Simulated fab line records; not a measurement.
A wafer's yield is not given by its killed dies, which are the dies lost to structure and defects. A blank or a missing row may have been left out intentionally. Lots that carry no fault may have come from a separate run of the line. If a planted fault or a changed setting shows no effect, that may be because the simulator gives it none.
Split-lot trial -- flow n5 finfet -- 39 wafers read across 7 lots, on a route 1938 steps long

## THE SPLIT ITSELF
At N5_HKMG_FIN_ETCH_32 (etches SOC in N2/H2, target depth 240 nm, time 300 s), the setting target depth a was moved away from the recipe's 2400 angstrom on 15 of the 39 wafers read, by -12.5% to +8.5%. All remaining wafers had this setting at the recipe value.

The reading comes from the split's own step.

## THE READING
SiARC_of_HKMG_FIN_COAT_30.thk nm (the simulator's own value, which no gauge read), in nm, at N5_HKMG_FIN_ETCH_32 (etches SOC in N2/H2, target depth 240 nm, time 300 s). There is no usual value for it anywhere in the file. The 24 wafers here that ran the recipe average 21.2 nm, standard deviation 0.26 nm.

wafer,"tool, chamber at the split","target depth a as run, angstrom",against the recipe,"SiARC_of_HKMG_FIN_COAT_30.thk nm, nm",against lot-mates on the recipe
L075.1,"rie diel-01, 2",2400,recipe,21.4,-
L075.2,"rie diel-01, 0",2400,recipe,21,-
L075.3,"rie diel-01, 1",2400,recipe,20.8,-
L075.4,"rie diel-01, 0",2104,-12.3%,22.8,+1.7
L075.5,"rie diel-01, 2",2104,-12.3%,23.2,+2.1
L075.6,"rie diel-01, 1",2104,-12.3%,22.4,+1.3
L076.1,"rie diel-04, 3",2400,recipe,21.6,-
L076.2,"rie diel-04, 0",2400,recipe,21,-
L076.3,"rie diel-04, 1",2400,recipe,21.6,-
L076.4,"rie diel-04, 2",2400,recipe,21.4,-
L076.5,"rie diel-04, 3",2400,recipe,21.8,-
L076.6,"rie diel-04, 0",2400,recipe,21,-
L080.1,"rie diel-03, 2",2400,recipe,21.4,-
L080.2,"rie diel-03, 1",2400,recipe,21,-
L080.3,"rie diel-03, 0",2099,-12.5%,22.8,+1.6
L080.4,"rie diel-03, 3",2099,-12.5%,23,+1.8
L080.5,"rie diel-03, 0",2400,recipe,21.2,-
L080.6,"rie diel-03, 1",2099,-12.5%,22.8,+1.6
L081.1,"rie diel-03, 0",2604,+8.5%,19.8,-1.3
L081.2,"rie diel-03, 2",2400,recipe,21.4,-
L081.3,"rie diel-03, 3",2400,recipe,21,-
L081.4,"rie diel-03, 1",2400,recipe,21,-
L081.5,"rie diel-03, 1",2604,+8.5%,19.6,-1.5
L081.6,"rie diel-03, 0",2604,+8.5%,19.8,-1.3
L091.1,"rie diel-01, 0",2400,recipe,21,-
L091.2,"rie diel-01, 2",2582,+7.6%,20,-0.9
L091.3,"rie diel-01, 3",2582,+7.6%,19.8,-1.1
L091.4,"rie diel-01, 1",2582,+7.6%,19.6,-1.3
L091.5,"rie diel-01, 2",2400,recipe,20.8,-
L091.6,"rie diel-01, 3",2400,recipe,20.8,-
L094.1,"rie diel-01, 2",2135,-11.0%,22.6,+1.5
L094.2,"rie diel-01, 3",2400,recipe,21.2,-
L094.3,"rie diel-01, 1",2135,-11.0%,22.4,+1.3
L094.4,"rie diel-01, 0",2135,-11.0%,22.8,+1.7
L094.5,"rie diel-01, 1",2400,recipe,21,-
L094.6,"rie diel-01, 0",2400,recipe,21.2,-
L097.1,"rie diel-01, 0",2400,recipe,21.2,-
L097.4,"rie diel-01, 3",2400,recipe,21,-
L097.6,"rie diel-01, 3",2400,recipe,21,-

THE FIT
A straight line over all 39 wafers: SiARC_of_HKMG_FIN_COAT_30.thk nm changes by -0.145 nm for each +1% of target depth a; r = -0.96; the points scatter about the line by 0.26 nm.
The same after taking each lot's own level away (the mean of its wafers on the recipe; 39 wafers): -0.141 nm for each +1%; r = -0.97; scatter 0.21 nm.
The reading moves by 1.8 nm for the largest change in target depth a, on that fit.
Measured against the standard deviation above, the lots' own levels, which go from 20.87 to 21.40 nm, span 2.0 times it.
The two slopes are in agreement: the lot-to-lot level therefore moves the slope only a little.
Check: for one of the wafers moved furthest among these (-12.5%), held out of the fit, the line's prediction against its lot-mates is +1.75 nm. It came out at +1.6 nm against them.

## ADDITIONAL SPLITS CARRIED BY THESE WAFERS
These wafers also went through other splits before the reading. Each is held against what the fit with the lots' levels taken away leaves over:
other split on the same wafers,wafers away from the commonest value,r with SiARC_of_HKMG_FIN_COAT_30.thk nm (lot level and that fit taken away)
N5_WELL_APT_EPI_41 target thk a,15,+0.21
N5_DUMMY_GATE_ETCH_37 source w,15,+0.03
N5_DUMMY_GATE_ETCH_31 target depth a,12,+0.11
N5_SD_EPI_N_EXPOSE_06 dose mj,18,-0.03

## THE WHOLE CHAIN: every reading that the file lists as answering this split, in the file's order
step,what it does,reading,change (the file's fit),r (the file's)
N5_HKMG_FIN_ETCH_32,"etches SOC in N2/H2, target depth 240 nm, time 300 s","etch.depth nm (the simulator's own value, which no gauge read)",+2.43 nm for each +1% of the setting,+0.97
N5_HKMG_FIN_ETCH_32,"etches SOC in N2/H2, target depth 240 nm, time 300 s","HKMG_FIN.feature depth nm (the simulator's own value, which no gauge read)",+2.43 nm for each +1% of the setting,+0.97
N5_HKMG_FIN_ETCH_32,"etches SOC in N2/H2, target depth 240 nm, time 300 s","SiARC_of_HKMG_FIN_COAT_30.thk nm (the simulator's own value, which no gauge read)",-0.14 nm for each +1% of the setting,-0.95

## FILE'S OWN FIT
SiARC_of_HKMG_FIN_COAT_30.thk nm changes by -0.14 nm for each +1% of target depth a, r = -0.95.
